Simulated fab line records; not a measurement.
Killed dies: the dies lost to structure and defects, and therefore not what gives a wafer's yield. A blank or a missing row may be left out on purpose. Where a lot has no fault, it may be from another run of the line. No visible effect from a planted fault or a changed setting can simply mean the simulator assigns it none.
Matching of chambers ; flow n5_finfet ; 4 sister chambers for N5_HKMG_FIN_ALD_75 on ald_hk-02
The step deposits Al2O3, target thk 1 nm, co reactant pulse time 1 s. 7 wafers are shown with their chamber, then 9 later ones without.

## WAFERS, EACH WITH ITS CHAMBER
wafer;chamber;heater_power_w (W);precursor_pulse_height_rel
L076.1;1;157;1.000
L081.3;2;144;1.002
L083.2;3;168;1.012
L083.6;0;154;0.994
L084.1;0;159;0.995
L084.2;3;164;1.019
L084.4;2;145;0.983

## WAFERS WITH NO CHAMBER GIVEN
wafer;heater_power_w (W);precursor_pulse_height_rel
L086.2;144;0.990
L086.3;158;1.008
L086.6;163;0.973
L089.1;164;1.017
L089.2;160;1.005
L089.5;147;1.060
L093.2;152;0.984
L093.4;145;1.023
L093.6;167;1.013

## CHAMBER TAKEN BY EACH
wafer;from the rows above;in truth
L086.2;2;2
L086.3;can't be placed: 1 or 0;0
L086.6;can't be placed: 0 or 1 or 3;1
L089.1;3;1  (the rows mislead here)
L089.2;can't be placed: 1 or 0 or 3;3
L089.5;can't be placed: 1 or 2 or 0 or 3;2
L093.2;can't be placed: 0 or 1 or 2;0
L093.4;can't be placed: 2 or 1 or 0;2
L093.6;3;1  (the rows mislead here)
1 of 9 placed correctly. From these rows, 6 cannot be placed; in 6 the true chamber is one of the candidates. Placed wrongly: 2.
How it was worked out, from the rows above alone: a wafer's distance from a chamber is the root of the sum, over the readings, of the square of ((its reading less the chamber's mean) divided by the reading's scatter). If the next closest chamber is less than 2 further off than the closest, the wafer can't be placed; otherwise it belongs to the closest. For every chamber, the mean is computed from those of its wafers that are shown. The scatter: the root of (the sum of the squares of (reading less its chamber's mean) over the shown wafers, divided by (wafers less chambers)).
